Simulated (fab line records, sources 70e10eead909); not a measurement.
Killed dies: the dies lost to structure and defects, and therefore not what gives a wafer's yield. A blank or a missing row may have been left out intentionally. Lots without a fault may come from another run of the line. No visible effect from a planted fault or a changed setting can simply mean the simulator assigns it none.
2 desks looking at one fault | flow nand harc | each desk holds nothing but its own numbers, with what lay behind them at the end

FOR THE TOOL OWNER'S DESK: rie diel-07
The tool's own readings at NHARC_P_GATE_ETCH_114 (etches the open film in CF4/O2, target depth 30 nm, overetch 3 nm, time 16.5 s): means of the sampled wafers that have a number, for each lot that ran on this tool. The brackets show how far a lot's mean lies from the usual mean; more than 4 standard deviations puts the lot out of limits, marked OUT.
Columns: A = drypump motor current A at NHARC_P_GATE_ETCH_114, usual 5.75 A; B = oes_f_703_au at NHARC_P_GATE_ETCH_114, usual 1.000 a.u.; C = oes product au at NHARC_P_GATE_ETCH_114, usual 1.003 a.u.; D = rf vpp V at NHARC_P_GATE_ETCH_114, usual 198.3 V; E = showerhead plenum p Torr at NHARC_P_GATE_ETCH_114, usual 1.36 Torr; F = throttle valve pct at NHARC_P_GATE_ETCH_114, usual 13.397 %
lot  | first seen here | A    | B     | C     | D     | E    | F
L935 | day 4 15:00     | 5.50 | 0.998 | 1.010 | 198.1 | 1.35 | 13.389
L938 | day 5 09:00     | 5.59 | 1.001 | 1.000 | 199.0 | 1.38 | 13.394
L945 | day 7 01:00     | 5.58 | 0.996 | 1.010 | 198.9 | 1.38 | 13.392
L948 | day 8 00:00     | 5.57 | 0.999 | 1.011 | 198.1 | 1.37 | 13.400
L947 | day 8 01:00     | 5.64 | 1.001 | 1.005 | 198.9 | 1.38 | 13.397
This desk found nothing out of limits on any of the 5 lots.

THE DEFECT DESK
Lot by lot, what the route's inspections counted, given as the mean of those sampled wafers with a number. The brackets show how far a lot's mean lies from the usual mean; more than 4 standard deviations puts the lot out of limits, marked OUT.
Columns: A = raw defect count at NHARC_P_GATE_INSPECT_68, usual 198
lot  | first seen here | A
L935 | day 5 08:51     | 115
L938 | day 6 03:41     | 203
L939 | day 6 11:02     | 108
L945 | day 7 20:07     | 316
L948 | day 8 18:44     | 369
L947 | day 8 20:22     | 488
L949 | day 9 02:10     | 210
L950 | day 9 03:09     | 215
L952 | day 9 17:56     | 143
L953 | day 10 00:29    | 163
L954 | day 10 08:09    | 219
L957 | day 11 00:27    | 236
L958 | day 11 07:56    | 158
This desk found nothing out of limits on any of the 13 lots.

ALL TOGETHER
Nothing out of limits was seen by the tool owner's desk.
No out-of-limits result turned up at the defect desk.

WHAT THE SIMULATOR HAD INSERTED
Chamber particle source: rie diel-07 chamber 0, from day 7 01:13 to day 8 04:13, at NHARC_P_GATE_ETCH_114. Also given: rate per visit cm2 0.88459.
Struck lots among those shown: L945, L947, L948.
